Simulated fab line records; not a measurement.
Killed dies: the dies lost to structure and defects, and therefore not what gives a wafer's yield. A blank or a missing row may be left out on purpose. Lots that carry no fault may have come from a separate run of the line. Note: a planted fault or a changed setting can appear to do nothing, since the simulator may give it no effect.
Lot-split experiment / flow n5-finfet / 7 lots, 21 wafers read, on a route of 1938 steps

SPLIT DETAILS
At N5_BEOL_M0_SAQP_ALD_48 (deposits SiO2, target thk 20 nm, pulse time 1 s, co reactant pulse time 1 s), the setting ald-cycles was moved away from the recipe's 139 on 5 of the 21 wafers read, by -6.5% to +12.2%. For the rest of the wafers, this setting stayed at what the recipe calls for.

The split's own step is where the reading is taken.

THE READING
SiO2_of_BEOL_M0_SAQP_ALD_48.thk-nm (the simulator's own value, which no gauge read), in nm, at N5_BEOL_M0_SAQP_ALD_48 (deposits SiO2, target thk 20 nm, pulse time 1 s, co reactant pulse time 1 s). The file gives no usual value for it. Across the 16 wafers here that went through the recipe, the average is 20.0 nm and the standard deviation 0.078 nm.

wafer=L075.1; tool, chamber at the split=ald-sin-03, 2,1,0; ald-cycles as run=139; against the recipe=recipe; SiO2_of_BEOL_M0_SAQP_ALD_48.thk-nm, nm=20; against lot-mates on the recipe=-
wafer=L075.2; tool, chamber at the split=ald-sin-03, 2,1,0; ald-cycles as run=139; against the recipe=recipe; SiO2_of_BEOL_M0_SAQP_ALD_48.thk-nm, nm=20; against lot-mates on the recipe=-
wafer=L075.3; tool, chamber at the split=ald-sin-03, 2,1,0; ald-cycles as run=139; against the recipe=recipe; SiO2_of_BEOL_M0_SAQP_ALD_48.thk-nm, nm=20; against lot-mates on the recipe=-
wafer=L076.3; tool, chamber at the split=ald-sin-01, 3,2,1; ald-cycles as run=139; against the recipe=recipe; SiO2_of_BEOL_M0_SAQP_ALD_48.thk-nm, nm=20; against lot-mates on the recipe=-
wafer=L076.4; tool, chamber at the split=ald-sin-01, 3,2,1; ald-cycles as run=139; against the recipe=recipe; SiO2_of_BEOL_M0_SAQP_ALD_48.thk-nm, nm=20; against lot-mates on the recipe=-
wafer=L076.5; tool, chamber at the split=ald-sin-01, 3,2,1; ald-cycles as run=139; against the recipe=recipe; SiO2_of_BEOL_M0_SAQP_ALD_48.thk-nm, nm=20; against lot-mates on the recipe=-
wafer=L087.1; tool, chamber at the split=ald-sin-03, 3; ald-cycles as run=139; against the recipe=recipe; SiO2_of_BEOL_M0_SAQP_ALD_48.thk-nm, nm=20; against lot-mates on the recipe=-
wafer=L087.5; tool, chamber at the split=ald-sin-03, 3; ald-cycles as run=152; against the recipe=+9.4%; SiO2_of_BEOL_M0_SAQP_ALD_48.thk-nm, nm=21.8; against lot-mates on the recipe=+1.8
wafer=L087.6; tool, chamber at the split=ald-sin-03, 1; ald-cycles as run=152; against the recipe=+9.4%; SiO2_of_BEOL_M0_SAQP_ALD_48.thk-nm, nm=22; against lot-mates on the recipe=+2.0
wafer=L090.2; tool, chamber at the split=ald-sin-03, 3; ald-cycles as run=139; against the recipe=recipe; SiO2_of_BEOL_M0_SAQP_ALD_48.thk-nm, nm=20; against lot-mates on the recipe=-
wafer=L090.6; tool, chamber at the split=ald-sin-03, 3; ald-cycles as run=139; against the recipe=recipe; SiO2_of_BEOL_M0_SAQP_ALD_48.thk-nm, nm=20; against lot-mates on the recipe=-
wafer=L090.5; tool, chamber at the split=ald-sin-03, 1; ald-cycles as run=130; against the recipe=-6.5%; SiO2_of_BEOL_M0_SAQP_ALD_48.thk-nm, nm=18.8; against lot-mates on the recipe=-1.2
wafer=L092.2; tool, chamber at the split=ald-sin-01, 2,3,0; ald-cycles as run=139; against the recipe=recipe; SiO2_of_BEOL_M0_SAQP_ALD_48.thk-nm, nm=19.8; against lot-mates on the recipe=-
wafer=L092.3; tool, chamber at the split=ald-sin-01, 2,3,0; ald-cycles as run=139; against the recipe=recipe; SiO2_of_BEOL_M0_SAQP_ALD_48.thk-nm, nm=19.8; against lot-mates on the recipe=-
wafer=L092.6; tool, chamber at the split=ald-sin-01, 2,3,0; ald-cycles as run=139; against the recipe=recipe; SiO2_of_BEOL_M0_SAQP_ALD_48.thk-nm, nm=19.8; against lot-mates on the recipe=-
wafer=L093.1; tool, chamber at the split=ald-sin-01, 2; ald-cycles as run=156; against the recipe=+12.2%; SiO2_of_BEOL_M0_SAQP_ALD_48.thk-nm, nm=22.4; against lot-mates on the recipe=+2.4
wafer=L093.6; tool, chamber at the split=ald-sin-01, 2; ald-cycles as run=156; against the recipe=+12.2%; SiO2_of_BEOL_M0_SAQP_ALD_48.thk-nm, nm=22.4; against lot-mates on the recipe=+2.4
wafer=L093.2; tool, chamber at the split=ald-sin-01, 1; ald-cycles as run=139; against the recipe=recipe; SiO2_of_BEOL_M0_SAQP_ALD_48.thk-nm, nm=20; against lot-mates on the recipe=-
wafer=L094.2; tool, chamber at the split=ald-sin-01, 1,2,1; ald-cycles as run=139; against the recipe=recipe; SiO2_of_BEOL_M0_SAQP_ALD_48.thk-nm, nm=20; against lot-mates on the recipe=-
wafer=L094.4; tool, chamber at the split=ald-sin-01, 1,2,1; ald-cycles as run=139; against the recipe=recipe; SiO2_of_BEOL_M0_SAQP_ALD_48.thk-nm, nm=20; against lot-mates on the recipe=-
wafer=L094.6; tool, chamber at the split=ald-sin-01, 1,2,1; ald-cycles as run=139; against the recipe=recipe; SiO2_of_BEOL_M0_SAQP_ALD_48.thk-nm, nm=20; against lot-mates on the recipe=-
Where a row lists several chambers, the file gives one row for several wafers and doesn't say which wafer went through which chamber.

THE FIT
A straight line over all 21 wafers: SiO2_of_BEOL_M0_SAQP_ALD_48.thk-nm changes by +0.199 nm for each +1% of ald-cycles; r = +1.00; the points scatter about the line by 0.086 nm.
The same after taking each lot's own level away (the mean of its wafers on the recipe; 21 wafers): +0.197 nm for each +1%; r = +1.00; scatter 0.04 nm.
That fit puts the effect of the largest move of ald-cycles on the reading at 2.4 nm.
Measured against the standard deviation above, the lots' own levels, which go from 19.80 to 20.00 nm, span 2.6 times it.
Hence the lot-to-lot level has little effect on the slope; both slopes agree.
Check: +2.43 nm against its lot-mates is what the line predicts for one of the wafers moved furthest among these (+12.2%) when that wafer is left out of the fit. It came out at +2.4 nm against them.

THE OTHER SPLITS THESE WAFERS WENT THROUGH
Other splits were also applied to these wafers ahead of the reading. Each is held against what the fit with the lots' levels taken away leaves over:
other split on the same wafers=N5_MOL_CONTACT_COAG_DESCUM_45 time-s; wafers away from the commonest value=7; r with SiO2_of_BEOL_M0_SAQP_ALD_48.thk-nm (lot level and that fit taken away)=+0.06
other split on the same wafers=N5_BEOL_M0_SAQP_EXPOSE_37 dose-mj; wafers away from the commonest value=8; r with SiO2_of_BEOL_M0_SAQP_ALD_48.thk-nm (lot level and that fit taken away)=-0.16

THE FILE'S OWN FIT
SiO2_of_BEOL_M0_SAQP_ALD_48.thk-nm changes by +0.197 nm for each +1% of ald-cycles, r = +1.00.
